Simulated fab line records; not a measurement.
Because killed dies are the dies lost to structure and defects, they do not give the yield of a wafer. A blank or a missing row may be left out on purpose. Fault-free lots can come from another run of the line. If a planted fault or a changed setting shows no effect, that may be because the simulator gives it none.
fab line records	flow n5-finfet
record lots=10	wafers=30	last-day=18
route steps=1938 shown BEOL_M10@1513 BEOL_M11@1536 PASSIVATION@1936
lots that met no fault: from a run of the same line without faults
start-h: start of the lot's first displayed wafer, in hours after the record's first day	wait-h: hours since the lot's step before	" same as the row above	L1.1+2: several wafers, shown together as one row	- no value, or no start was given	* or withheld: withheld	< > ~ a bound
route shown NAME@n: a module of which the file shows steps, and the number in the route of the first	usual: mean/standard deviation taken from wafers without a fault	same: alike in all rows	chamber/n: place in a boat	sites: per-site readings	_std_site: standard deviation of those values	_edge_site: inner sites' mean taken away from outer sites' mean	radius-mm: for every site, how far away it sits from the centre of the wafer	mask NAME#n: copy n	behind: the tool/chamber that last shaped the wafer	hold: what put the lot on hold/how long, in hours/how the hold closed	device: transistor that didn't switch, given as n, p or np	end of line: tests of these same wafers at the route's end	a step without rows: its recipe alone	killed: the dies lost at the first sort to structure and to defects; this is not the yield of the wafer	map: a wafer's dies, marking killed ones x, the rest . and places with no die _
set.NAME: the setting that was run; set.NAME@STEP: the one run at that earlier step	model.NAME: the simulator's own value behind a step, which no gauge read
route steps across a sampled set of lots; one table per step, one row per wafer
services: the hour from which a tool's chamber was out of use, counted from the record's first day as start-h (under 0 if before that day), plus the number of hours and why
## steps
# step N5_BEOL_M10_ETCH_41
# recipe chemistry=CH3F/O2	target=SiCN	target-depth-a=426	taper-deg=2	time-s=86	ion-energy-ev=120	mask-material=TiN	pressure-mtorr=30	source-w=395	bias-w=75	Ar_flow_sccm=150	CH3F_flow_sccm=30	O2_flow_sccm=20
# usual drypump-motor-current-A=5.7/0.4	oes-product-au=0.81/0.078	rf-vpp-V=297.6/1.4	showerhead-plenum-p-Torr=2.02/0.059	throttle-valve-pct=16.32/0.2
lot.wafer	tool	chamber	start-h	wait-h	drypump-motor-current-A	oes-product-au	rf-hours-counter-h	rf-vpp-V	showerhead-plenum-p-Torr	throttle-valve-pct
L101.1	rie-diel-02	1	-	-	5.3	0.84	72	298.4	2.02	15.98
L101.2	"	0	"	"	6.2	0.86	67	299.5	2.09	16.11
L101.3	"	2	"	"	5.5	0.79	122	300.4	2.08	16.29
L100.3	rie-diel-05	2	-	-	6.6	0.83	75	296.8	1.94	16.43
L100.4	"	1	"	"	5.9	0.82	83	295.8	1.93	16.24
L100.6	"	3	"	"	5.4	0.68	-	296.8	2.08	16.70
L103.1	rie-diel-02	1	-	-	5.4	0.81	81	297.5	2.01	16.00
L103.3	"	3	"	"	5.6	0.68	236	295.7	1.90	16.72
L103.4	"	2	"	"	5.5	0.78	130	299.5	2.08	16.31
L105.1	rie-diel-02	0	-	-	6.2	0.84	82	298.6	2.08	16.17
L105.4	"	3	"	"	5.7	0.68	241	294.8	1.90	16.71
L105.5	"	1	"	"	5.4	0.82	-	297.5	2.01	16.00
L107.2	rie-diel-05	0	-	-	5.7	0.69	248	297.9	2.04	16.38
L107.5	"	1	"	"	5.9	0.80	-	297.1	1.92	16.28
L107.6	"	0	"	"	5.7	0.69	-	297.4	2.04	16.40
L106.1	rie-diel-05	1	-	-	5.9	0.80	103	296.8	1.92	16.29
L106.3	"	0	"	"	5.6	0.70	252	298.8	2.04	16.37
L106.4	"	0	"	"	5.6	0.70	-	298.4	2.04	16.39
L108.1	rie-diel-02	0	-	-	6.3	0.82	95	299.0	2.08	16.18
L108.3	"	2	"	"	5.5	0.77	147	299.3	2.07	16.36
L108.6	"	2	"	"	5.5	0.77	-	298.9	2.07	16.34
L114.2	rie-diel-05	2	-	-	6.6	0.79	107	295.9	1.93	16.49
L114.3	"	1	"	"	5.9	0.79	113	296.5	1.92	16.32
L114.6	"	1	"	"	5.9	0.79	-	295.8	1.92	16.30
L117.2	rie-diel-03	3	-	-	5.9	0.81	70	295.9	2.03	16.44
L117.4	"	0	"	"	5.5	0.67	243	296.4	1.98	16.71
L117.6	"	1	"	"	5.4	0.86	-	298.0	2.04	16.31
L116.1	rie-diel-05	0	-	-	5.7	1.01	1	296.9	2.04	15.95
L116.3	"	1	"	"	5.9	0.79	119	296.0	1.92	16.32
L116.6	"	2	"	"	6.6	0.79	-	295.9	1.93	16.50
# step N5_BEOL_M10_ALD_74
# recipe material=TaN	target-thk-a=20	temp-c=275	ald-precursor-family=PDMAT	ald-co-reactant=NH3	pressure-torr=3	carrier-flow-sccm=1500	pulse-time-s=2	purge-time-s=3	co-reactant-purge-time-s=2	co-reactant-pulse-time-s=3	ald-cycles=40	precursor-vessel-temp-c=75	precursor-vessel-pressure-torr=26.25	precursor-vessel-carrier-sccm=1000
# usual heater-power-w=434/27	precursor-vessel-pressure-torr=26.24/0.056	susceptor-temp-C=274.96/0.18
lot.wafer	tool	chamber	start-h	wait-h	heater-power-w	precursor-vessel-pressure-torr	susceptor-temp-C
L101.1	ald-metal-04	2	255.60	0.0	446	26.28	274.99
L101.2	"	0	"	"	397	26.11	275.05
L101.3	"	1	"	"	405	26.27	275.07
L100.3	ald-metal-04	1	261.94	0.0	398	26.27	274.95
L100.4	"	2	"	"	437	26.26	274.49
L100.6	"	2	"	"	456	26.25	274.75
L103.1	ald-metal-03	0	278.75	0.0	455	26.18	275.09
L103.3	"	2	"	"	411	26.36	275.01
L103.4	"	1	"	"	408	26.22	275.21
L105.1	ald-metal-03	3	293.36	0.3	459	26.20	274.93
L105.4	"	0	"	"	452	26.22	274.96
L105.5	"	0	"	"	452	26.23	274.87
L107.2	ald-metal-01	3	313.55	0.0	418	26.28	275.06
L107.5	"	3	"	"	420	26.26	274.96
L107.6	"	0	"	"	454	26.31	275.00
L106.1	ald-metal-03	3	324.82	0.1	451	26.23	275.32
L106.3	"	0	"	"	452	26.32	275.36
L106.4	"	1	"	"	412	26.21	274.70
L108.1	ald-metal-04	0	326.63	0.1	396	26.29	274.94
L108.3	"	2	"	"	449	26.24	275.02
L108.6	"	3	"	"	432	26.24	274.94
L114.2	ald-metal-01	3	350.64	0.0	408	26.29	275.19
L114.3	"	0	"	"	452	26.24	275.02
L114.6	"	3	"	"	411	26.29	275.21
L117.2	ald-metal-03	3	364.96	0.1	454	26.20	274.99
L117.4	"	0	"	"	459	26.27	275.06
L117.6	"	3	"	"	462	26.30	275.13
L116.1	ald-metal-01	2	365.57	0.1	409	26.26	274.59
L116.3	"	1	"	"	497	26.24	274.74
L116.6	"	3	"	"	412	26.17	274.76
# step N5_BEOL_M10_CMP_52
# recipe stop-on=SiCOH_lowk	t-overpolish-s=7	down-force-psi=1	platen-rpm=50	clearing-platen-down-force-psi=1.5	clearing-platen-rpm=50	post-cmp-clean=cu-alkaline	target-thk-nm=140	clearing-platen-pad-velocity-m-s=0.99484	pad-velocity-m-s=0.99484
# usual barrier-field-endpoint-s=28.9/0.87	edge-zone-pressure-frac=0.999/0.0049	motor-current-A=6.2/0.8	overpolish-run-s=7.000/0.0086	platen-rpm=50.01/0.031	time-to-endpoint-s=66/4
lot.wafer	tool	chamber	start-h	wait-h	barrier-field-endpoint-s	edge-zone-pressure-frac	motor-current-A	overpolish-run-s	platen-rpm	time-to-endpoint-s
L101.2	cmp-02	3	256.76	0.2	27.9	0.999	5.9	7.009	49.96	60
L101.3	"	0	"	"	28.4	0.997	6.4	6.981	49.96	62
L101.1	"	1	"	"	29.3	1.003	5.2	6.998	50.05	73
L100.3	cmp-02	3	263.03	0.2	28.4	1.000	6.2	6.995	50.04	60
L100.4	"	2	"	"	28.7	0.999	7.9	6.996	50.01	66
L100.6	"	3	"	"	28.7	0.995	5.8	6.988	50.03	59
L103.3	cmp-04	3	279.94	0.2	27.9	1.004	6.6	7.005	49.98	67
L103.4	"	0	"	"	27.9	0.993	5.2	6.999	50.00	67
L103.1	"	2	"	"	27.0	1.003	6.5	6.998	49.98	67
L105.1	cmp-02	1	295.70	0.3	30.1	0.999	5.5	7.013	49.99	72
L105.4	"	3	"	"	27.9	0.993	6.0	6.990	49.99	59
L105.5	"	0	"	"	28.7	1.002	6.6	7.009	49.98	62
L107.2	cmp-02	2	316.64	0.2	29.6	1.003	7.8	7.009	49.96	65
L107.6	"	1	"	"	31.0	0.998	5.5	6.993	50.02	72
L107.5	"	2	"	"	29.3	0.996	7.8	6.996	49.99	66
L106.3	cmp-03	0	327.67	0.3	29.8	0.991	4.3	6.990	49.96	70
L106.1	"	1	"	"	29.1	1.010	6.3	7.004	50.06	68
L106.4	"	3	"	"	28.1	1.002	5.9	6.999	50.03	60
L108.1	cmp-04	1	328.76	0.3	29.3	1.000	6.0	7.003	50.00	68
L108.3	"	0	"	"	29.3	1.001	5.4	6.999	50.00	64
L108.6	"	2	"	"	28.8	1.003	6.1	7.005	49.98	64
L114.2	cmp-02	0	352.85	0.3	28.7	1.003	6.7	6.994	49.98	66
L114.3	"	1	"	"	29.7	1.003	5.3	6.997	52.05	77
L114.6	"	3	"	"	28.5	1.003	5.5	7.009	50.00	62
L117.2	cmp-02	0	366.37	0.2	28.1	0.993	6.3	7.004	50.05	66
L117.4	"	1	"	"	30.3	1.004	5.3	7.002	52.00	78
L117.6	"	3	"	"	28.5	0.993	5.8	6.990	50.03	65
L116.1	cmp-02	3	367.00	0.3	28.1	0.994	5.8	7.016	50.02	65
L116.3	"	1	"	"	29.0	0.996	5.0	7.003	52.04	75
L116.6	"	0	"	"	29.4	0.999	6.6	7.012	50.01	69
# step N5_BEOL_M11_ILD_DEP_00
# recipe material=SiCOH_lowk	target-thk-a=3085.1	temp-c=300	precursor=DEMS/porogen	pressure-torr=5	rf-w=500	time-s=58
# usual heater-power-w=324/43	showerhead-plenum-p-Torr=5.735/0.016	susceptor-temp-C=299.95/0.19	throttle-valve-pct=13.8/0.6
lot.wafer	tool	chamber	start-h	wait-h	heater-power-w	showerhead-plenum-p-Torr	susceptor-temp-C	throttle-valve-pct
L101.1	pecvd-01	1	257.22	0.0	280	5.750	299.89	13.2
L101.2	"	2	"	"	280	5.723	299.81	14.1
L101.3	"	0	"	"	368	5.722	299.96	13.9
L100.3	pecvd-02	2	263.52	0.0	310	5.754	300.14	13.2
L100.4	"	1	"	"	375	5.734	299.90	13.4
L100.6	"	0	"	"	221	5.717	300.27	13.6
L103.1	pecvd-04	2	280.43	0.0	324	5.747	299.61	13.3
L103.3	"	2	"	"	330	5.754	299.70	13.6
L103.4	"	1	"	"	334	5.728	300.07	14.7
L105.1	pecvd-04	2	296.15	0.0	364	5.755	299.86	13.8
L105.4	"	1	"	"	268	5.722	300.21	14.8
L105.5	"	1	"	"	278	5.732	300.31	14.5
L107.2	pecvd-01	1	317.10	0.0	300	5.747	300.03	13.5
L107.5	"	2	"	"	275	5.716	300.33	14.3
L107.6	"	1	"	"	296	5.759	299.63	13.0
L106.1	pecvd-04	1	328.16	0.0	315	5.724	300.04	14.9
L106.3	"	0	"	"	354	5.736	300.09	13.2
L106.4	"	2	"	"	345	5.749	299.86	13.4
L108.1	pecvd-04	1	329.25	0.0	333	5.732	299.97	14.9
L108.3	"	0	"	"	347	5.723	300.00	13.2
L108.6	"	2	"	"	353	5.752	299.98	13.7
L114.2	pecvd-04	1	353.30	0.0	266	5.729	299.96	14.8
L114.3	"	2	"	"	306	5.766	299.73	13.7
L114.6	"	1	"	"	288	5.731	299.89	15.1
L117.2	pecvd-04	1	366.83	0.0	293	5.741	299.84	14.8
L117.4	"	2	"	"	346	5.763	299.62	13.7
L117.6	"	2	"	"	361	5.756	299.55	13.4
L116.1	pecvd-01	1	367.49	0.0	279	5.746	299.96	13.5
L116.3	"	2	"	"	293	5.718	299.95	14.4
L116.6	"	0	"	"	331	5.741	300.15	13.9
# step N5_PASSIVATION_PROBE_49
# usual defect-limited-yield=91.0/1.4	killed_at_M0_to_M3=34/10	killed_at_M4_up=15/5.5	killed-at-contacts=12/6.1	killed-at-front-end=41/12	killed-at-other=4/3.4	killed-dies=106/17	killed-open=70/13	killed-short=34/7.4	sort_bin_4_leakage=0.01/0.065	sort_bin_5_function=5.3/1	sort_bin_6_memory=3.4/0.69	sort-n-pass=1073/17	sort-yield-pct=91.0/1.4
# same gross-dies=1180	killed-at-back-side=0	sort_bin_8_speed[%]=0
lot.wafer	tool	chamber	start-h	wait-h	defect-limited-yield[%]	killed_at_M0_to_M3	killed_at_M4_up	killed-at-contacts	killed-at-front-end	killed-at-other	killed-dies	killed-open	killed-short	sort_bin_4_leakage[%]	sort_bin_5_function[%]	sort_bin_6_memory[%]	sort-n-pass	sort-yield-pct[%]
L101.1	prober-02	-	304.97	0.0	91.4	33	13	10	39	6	101	72	28	0	5.4	2.8	1079	91.4
L101.2	prober-02	-	305.02	0.1	89.4	58	9	9	44	5	125	86	35	0.08	5.8	4.4	1054	89.3
L101.3	prober-02	-	305.07	0.1	90.7	43	9	10	42	6	110	72	38	0	5.6	3.1	1070	90.7
L100.3	prober-01	-	309.24	0.1	90.8	47	24	11	24	2	108	77	27	0	4.5	4.4	1072	90.8
L100.4	prober-01	-	309.29	0.2	90.7	37	15	14	44	0	110	76	27	0	5.3	3.9	1070	90.7
L100.6	prober-01	-	309.39	0.3	92.2	29	11	7	43	2	92	63	28	0	4.4	3.2	1088	92.2
L103.1	prober-02	-	333.06	0.0	90.2	38	6	23	44	5	116	79	31	0	5.6	4.0	1064	90.2
L103.3	prober-02	-	333.16	0.1	91.9	35	12	7	38	3	95	63	31	0	5.1	2.5	1085	91.9
L103.4	prober-02	-	333.21	0.2	90.8	37	21	15	29	6	108	72	35	0	6.4	2.7	1072	90.8
L105.1	prober-02	-	346.82	0.0	91.5	20	18	12	46	4	100	57	42	0	5.2	3.0	1080	91.5
L105.4	prober-02	-	346.97	0.2	90.1	36	5	16	49	11	117	71	43	0	6.0	3.3	1063	90.1
L105.5	prober-02	-	347.02	0.2	89.8	39	17	25	37	2	120	87	31	0	5.6	4.2	1060	89.8
L107.2	prober-01	-	373.37	0.1	89.0	51	23	17	37	2	130	82	47	0	6.7	4.2	1050	89.0
L107.5	prober-01	-	373.52	0.2	89.4	25	18	15	62	5	125	91	32	0	5.9	4.2	1055	89.4
L107.6	prober-01	-	373.57	0.3	88.6	50	14	12	50	8	134	85	47	0	7.5	3.2	1046	88.6
L108.1	prober-02	-	381.93	0.0	90.4	32	18	6	55	2	113	77	26	0	4.9	3.8	1067	90.4
L108.3	prober-02	-	382.03	0.1	92.2	29	17	8	37	1	92	48	36	0	4.7	2.3	1088	92.2
L108.6	prober-02	-	382.18	0.3	89.3	32	22	5	65	2	126	83	34	0	6.9	3.1	1054	89.3
L106.1	prober-01	-	383.89	0.0	88.7	37	21	13	51	11	133	96	36	0	6.9	4.1	1047	88.7
L106.3	prober-01	-	383.99	0.1	91.9	23	14	10	42	7	96	61	33	0	5.2	2.8	1084	91.9
L106.4	prober-01	-	384.04	0.2	91.8	34	12	7	38	6	97	58	36	0	4.5	3.2	1083	91.8
L114.2	prober-01	-	409.50	0.1	89.2	26	18	34	46	4	128	74	50	0	5.3	4.7	1052	89.2
L114.3	prober-01	-	409.55	0.1	90.6	35	16	19	32	9	111	78	32	0	6.3	3.1	1069	90.6
L114.6	prober-01	-	409.70	0.3	91.5	29	23	14	23	11	100	61	33	0	4.7	3.2	1080	91.5
L117.2	prober-02	-	426.35	0.1	89.1	41	14	14	55	5	129	95	30	0	6.4	4.1	1051	89.1
L117.4	prober-02	-	426.45	0.2	89.5	17	23	16	64	4	124	92	31	0	6.9	3.5	1056	89.5
L117.6	prober-02	-	426.55	0.3	89.6	30	20	7	61	5	123	83	36	0	5.5	4.5	1057	89.6
L116.1	prober-02	-	430.97	0.0	92.3	28	9	14	39	1	91	66	20	0	4.7	2.6	1089	92.3
L116.3	prober-02	-	431.07	0.1	90.2	56	27	9	23	1	116	81	35	0	5.7	3.9	1064	90.2
L116.6	prober-02	-	431.22	0.3	90.8	38	13	11	45	2	109	77	31	0	5.1	3.6	1071	90.8
# killed by level:class
L101.1 STI_FIN_REVEAL:geometric-particle:open=22 MOL_CONTACT_COAG:geometric-particle:open=9 BEOL_M0_SAQP:geometric-particle:short=5 BEOL_M1:geometric-particle:open=5 BEOL_M2:geometric-particle:open=5 BEOL_M4:geometric-particle:open=5 BEOL_M0_SAQP:geometric-particle:open=4 STARTING-WAFER:geometric-particle:open=4
L101.2 BEOL_M2:geometric-particle:open=16 STI_FIN_REVEAL:geometric-particle:open=10 BEOL_M3:geometric-particle:open=10 FIN_SAQP:geometric-particle:open=8 BEOL_M0:geometric-particle:open=7 MOL_CONTACT_COAG:geometric-particle:open=7 BEOL_M2:geometric-particle:short=6 BEOL_M0:geometric-particle:short=5
L101.3 STI_FIN_REVEAL:geometric-particle:open=27 BEOL_M0_SAQP:geometric-particle:short=11 BEOL_M0_SAQP:geometric-particle:open=11 MOL_CONTACT_COAG:geometric-particle:open=10 BEOL_M3:geometric-particle:open=9 STI_FIN_REVEAL:geometric-particle:short=6 BEOL_M3:geometric-particle:short=4 BEOL_M4:geometric-particle:open=4
L100.3 BEOL_M2:geometric-particle:open=16 BEOL_M4:geometric-particle:open=16 BEOL_M0_SAQP:geometric-particle:short=9 MOL_CONTACT_COAG:geometric-particle:open=8 BEOL_M0_SAQP:geometric-particle:open=6 BEOL_M1:geometric-particle:open=6 FIN_SAQP:geometric-particle:open=5 FIN_SAQP:geometric-particle:short=4
L100.4 STI_FIN_REVEAL:geometric-particle:open=23 BEOL_M0_SAQP:geometric-particle:open=10 BEOL_M2:geometric-particle:open=10 MOL_CONTACT_COAG:geometric-particle:open=8 STI_FIN_REVEAL:geometric-particle:short=6 MOL_CONTACT_COAG:geometric-particle:short=6 BEOL_M3:geometric-particle:open=6 FIN_SAQP:geometric-particle:short=4
L100.6 STI_FIN_REVEAL:geometric-particle:open=22 BEOL_M2:geometric-particle:open=10 FIN_SAQP:geometric-particle:short=7 STI_FIN_REVEAL:geometric-particle:short=6 MOL_CONTACT_COAG:geometric-particle:open=6 BEOL_M0_SAQP:geometric-particle:short=4 BEOL_M1:geometric-particle:open=4 BEOL_M3:geometric-particle:open=4
L103.1 MOL_CONTACT_COAG:geometric-particle:open=21 STI_FIN_REVEAL:geometric-particle:open=11 BEOL_M3:geometric-particle:open=10 BEOL_M2:geometric-particle:open=7 BEOL_M0_SAQP:geometric-particle:open=6 BEOL_M0_SAQP:geometric-particle:short=5 STARTING-WAFER:geometric-particle:open=5 BEOL_M1:geometric-particle:open=4
L103.3 STI_FIN_REVEAL:geometric-particle:open=12 BEOL_M2:geometric-particle:open=11 BEOL_M0_SAQP:geometric-particle:open=8 BEOL_M0_SAQP:geometric-particle:short=6 MOL_CONTACT_COAG:geometric-particle:open=6 FIN_SAQP:geometric-particle:open=5 FIN_SAQP:geometric-particle:short=5 BEOL_M1:geometric-particle:open=5
L103.4 MOL_CONTACT_COAG:geometric-particle:open=13 BEOL_M4:geometric-particle:open=10 BEOL_M0_SAQP:geometric-particle:open=8 BEOL_M0_SAQP:geometric-particle:short=8 BEOL_M1:geometric-particle:open=7 FIN_SAQP:geometric-particle:short=6 FIN_SAQP:geometric-particle:open=4 STI_FIN_REVEAL:geometric-particle:short=4
L105.1 GATE_CUT:geometric-particle:short=10 MOL_CONTACT_COAG:geometric-particle:open=10 STI_FIN_REVEAL:geometric-particle:open=8 BEOL_M0_SAQP:geometric-particle:short=8 FIN_SAQP:geometric-particle:open=6 BEOL_M4:geometric-particle:open=6 FIN_SAQP:geometric-particle:short=5 BEOL_M3:geometric-particle:open=4
L105.4 MOL_CONTACT_COAG:geometric-particle:open=13 BEOL_M0_SAQP:geometric-particle:short=10 STI_FIN_REVEAL:geometric-particle:open=9 GATE_CUT:geometric-particle:short=7 PASS1_CAP:geometric-particle:open=7 BEOL_M3:geometric-particle:open=7 DUMMY_GATE:geometric-particle:open=6 GATE_CUT:geometric-particle:open=6
L105.5 MOL_CONTACT_COAG:geometric-particle:open=23 BEOL_M0_SAQP:geometric-particle:open=10 BEOL_M3:geometric-particle:open=10 BEOL_M0_SAQP:geometric-particle:short=8 DUMMY_GATE:geometric-particle:open=7 STI_FIN_REVEAL:geometric-particle:open=6 BEOL_M4:geometric-particle:open=6 FIN_SAQP:geometric-particle:open=5
L107.2 MOL_CONTACT_COAG:geometric-particle:open=15 BEOL_M4:geometric-particle:open=14 FIN_SAQP:geometric-particle:open=12 BEOL_M0_SAQP:geometric-particle:short=12 BEOL_M1:geometric-particle:short=10 STI_FIN_REVEAL:geometric-particle:open=9 BEOL_M0_SAQP:geometric-particle:open=8 FIN_SAQP:geometric-particle:short=7
L107.5 FIN_SAQP:geometric-particle:open=30 STI_FIN_REVEAL:geometric-particle:open=14 MOL_CONTACT_COAG:geometric-particle:open=13 FIN_SAQP:geometric-particle:short=7 BEOL_M4:geometric-particle:open=7 BEOL_M1:geometric-particle:open=6 BEOL_M0:geometric-particle:open=5 BEOL_M0_SAQP:geometric-particle:open=4
L107.6 STI_FIN_REVEAL:geometric-particle:open=17 BEOL_M3:geometric-particle:open=14 FIN_SAQP:geometric-particle:open=11 BEOL_M1:geometric-particle:open=10 MOL_CONTACT_COAG:geometric-particle:open=10 FIN_SAQP:geometric-particle:short=7 BEOL_M1:geometric-particle:short=6 MIM_TOP:geometric-particle:short=5
L108.1 STI_FIN_REVEAL:geometric-particle:open=17 FIN_SAQP:geometric-particle:open=12 BEOL_M2:geometric-particle:open=12 BEOL_M0_SAQP:geometric-particle:open=10 HKMG_FIN:area-etch=7 FIN_SAQP:geometric-particle:short=6 BEOL_M4:geometric-particle:open=6 DUMMY_GATE:geometric-particle:open=4
L108.3 BEOL_M2:geometric-particle:open=7 MOL_CONTACT_COAG:geometric-particle:open=6 BEOL_M2:geometric-particle:short=6 HKMG_FIN:area-etch=6 GATE_CUT:geometric-particle:short=5 BEOL_M0_SAQP:geometric-particle:open=5 FIN_SAQP:geometric-particle:open=4 STI_FIN_REVEAL:geometric-particle:open=4
L108.6 STI_FIN_REVEAL:geometric-particle:open=20 BEOL_M5:geometric-particle:open=11 FIN_SAQP:geometric-particle:open=9 GATE_CUT:geometric-particle:short=8 BEOL_M2:geometric-particle:open=8 BEOL_M0_SAQP:geometric-particle:open=6 HKMG_FIN:area-etch=6 MOL_CONTACT_COAG:geometric-particle:open=5
L106.1 BEOL_M2:geometric-particle:open=17 MOL_CONTACT_COAG:geometric-particle:open=12 STI_FIN_REVEAL:geometric-particle:open=9 ILD0:geometric-particle:open=8 GATE_CUT:geometric-particle:short=8 BEOL_M0_SAQP:geometric-particle:open=8 BEOL_M4:geometric-particle:open=7 FIN_SAQP:geometric-particle:open=5
L106.3 STI_FIN_REVEAL:geometric-particle:open=10 BEOL_M4:geometric-particle:open=8 MOL_CONTACT_COAG:geometric-particle:open=7 FIN_SAQP:geometric-particle:short=6 FIN_SAQP:geometric-particle:open=6 BEOL_M0_SAQP:geometric-particle:open=6 GATE_CUT:geometric-particle:short=4 BEOL_M0_SAQP:geometric-particle:short=4
L106.4 BEOL_M0_SAQP:geometric-particle:open=13 BEOL_M0_SAQP:geometric-particle:short=7 FIN_SAQP:geometric-particle:short=6 STI_FIN_REVEAL:geometric-particle:short=6 MOL_CONTACT_COAG:geometric-particle:open=6 BEOL_M2:geometric-particle:open=6 BEOL_M4:geometric-particle:open=5 STI_FIN_REVEAL:geometric-particle:open=4
L114.2 MOL_CONTACT_COAG:geometric-particle:open=28 BEOL_M0_SAQP:geometric-particle:short=15 STI_FIN_REVEAL:geometric-particle:open=13 BEOL_M4:geometric-particle:open=8 MOL_CONTACT_COAG:geometric-particle:short=6 GATE_CUT:geometric-particle:short=6 STARTING-WAFER:geometric-particle:short=6 BEOL_M0_SAQP:geometric-particle:open=5
L114.3 MOL_CONTACT_COAG:geometric-particle:open=15 BEOL_M2:geometric-particle:open=14 BEOL_M4:geometric-particle:open=8 BEOL_M0_SAQP:geometric-particle:short=7 STI_FIN_REVEAL:geometric-particle:open=6 FIN_SAQP:geometric-particle:open=5 FIN_CUT:geometric-particle:open=4 MOL_CONTACT_COAG:geometric-particle:short=4
L114.6 BEOL_M4:geometric-particle:open=12 MOL_CONTACT_COAG:geometric-particle:open=10 BEOL_M0_SAQP:geometric-particle:open=10 BEOL_M3:geometric-particle:open=6 STI_FIN_REVEAL:geometric-particle:open=5 MOL_CONTACT_COAG:geometric-particle:short=4 BEOL_M0_SAQP:geometric-particle:short=4 BEOL_M2:geometric-particle:short=4
L117.2 STI_FIN_REVEAL:geometric-particle:open=25 BEOL_M1:geometric-particle:open=17 MOL_CONTACT_COAG:geometric-particle:open=11 FIN_SAQP:geometric-particle:short=6 BEOL_M0_SAQP:geometric-particle:short=6 BEOL_M4:geometric-particle:open=6 FIN_SAQP:geometric-particle:open=5 BEOL_M1:geometric-particle:short=4
L117.4 STI_FIN_REVEAL:geometric-particle:open=25 BEOL_M4:geometric-particle:open=14 MOL_CONTACT_COAG:geometric-particle:open=11 FIN_SAQP:geometric-particle:open=8 FIN_SAQP:geometric-particle:short=7 BEOL_M1:geometric-particle:open=6 DUMMY_GATE:geometric-particle:open=5 MOL_CONTACT_COAG:geometric-particle:short=5
L117.6 FIN_SAQP:geometric-particle:short=14 STI_FIN_REVEAL:geometric-particle:open=13 FIN_SAQP:geometric-particle:open=11 BEOL_M3:geometric-particle:open=11 MOL_CONTACT_COAG:geometric-particle:open=6 BEOL_M4:geometric-particle:open=5 BEOL_M5:geometric-particle:open=5 BEOL_M2:geometric-particle:open=5
L116.1 MOL_CONTACT_COAG:geometric-particle:open=12 FIN_SAQP:geometric-particle:open=8 DUMMY_GATE:geometric-particle:open=6 BEOL_M0_SAQP:geometric-particle:open=6 BEOL_M0_SAQP:geometric-particle:short=6 STI_FIN_REVEAL:geometric-particle:open=5 BEOL_M1:geometric-particle:open=5 BEOL_M2:geometric-particle:open=5
L116.3 BEOL_M4:geometric-particle:open=18 BEOL_M0_SAQP:geometric-particle:short=13 BEOL_M1:geometric-particle:open=10 BEOL_M2:geometric-particle:open=10 BEOL_M0_SAQP:geometric-particle:open=9 MOL_CONTACT_COAG:geometric-particle:open=7 FIN_SAQP:geometric-particle:open=6 BEOL_M3:geometric-particle:open=5
L116.6 STI_FIN_REVEAL:geometric-particle:open=17 MOL_CONTACT_COAG:geometric-particle:open=10 BEOL_M0_SAQP:geometric-particle:open=9 FIN_SAQP:geometric-particle:short=7 FIN_SAQP:geometric-particle:open=7 BEOL_M1:geometric-particle:open=6 BEOL_M2:geometric-particle:open=5 DUMMY_GATE:geometric-particle:open=4
## services
tool	chamber	start-h	hours	kind
cmp-02	-	232.28	5.7	pm
rie-diel-03	-	232.52	14.6	pm
rie-diel-02	1	243.33	2.4	repair
rie-diel-03	-	251.20	0.3	repair
ald-metal-03	2	268.15	3.0	repair
cmp-04	-	268.76	6.2	pm
cmp-02	-	272.20	4.0	pm
ald-metal-01	-	278.54	1.0	repair
pecvd-04	0	279.23	9.4	repair
cmp-04	-	288.09	0.2	repair
rie-diel-05	3	293.58	5.8	repair
pecvd-01	1	296.34	4.4	repair
cmp-04	-	299.53	1.0	repair
ald-metal-01	-	304.38	0.8	repair
pecvd-04	-	309.12	3.2	repair
pecvd-01	-	326.67	1.6	repair
cmp-04	-	328.23	0.4	repair
ald-metal-03	-	338.96	2.0	repair
rie-diel-02	2	340.01	10.3	repair
cmp-02	-	341.61	2.4	repair
cmp-04	-	341.91	0.4	repair
pecvd-04	0	346.67	22.1	repair
rie-diel-05	3	359.97	5.1	repair
cmp-04	-	361.67	0.7	repair
## key
first-sign step=N5_BEOL_M10_CMP_52	reading=platen-rpm	direction=up	sigmas=65	usual=50.01	struck=52.03
effect none on later readings
met-at N5_BEOL_M10_CMP_52
struck-lots L114,L116,L117
struck-wafers L114.3,L116.3,L117.4
not-acting-at N5_BEOL_M10_ETCH_41,N5_BEOL_M10_ALD_74,N5_BEOL_M11_ILD_DEP_00
onset-between 316.64 352.85
fault kind=process-parameter-drift	tool=cmp-02	chamber=1	onset-h=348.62	steps=N5_BEOL_M10_CMP_52	channel=platen-rpm	offset=2	shape=step	end-h=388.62	acts-in=these-recipes-only	stated=50
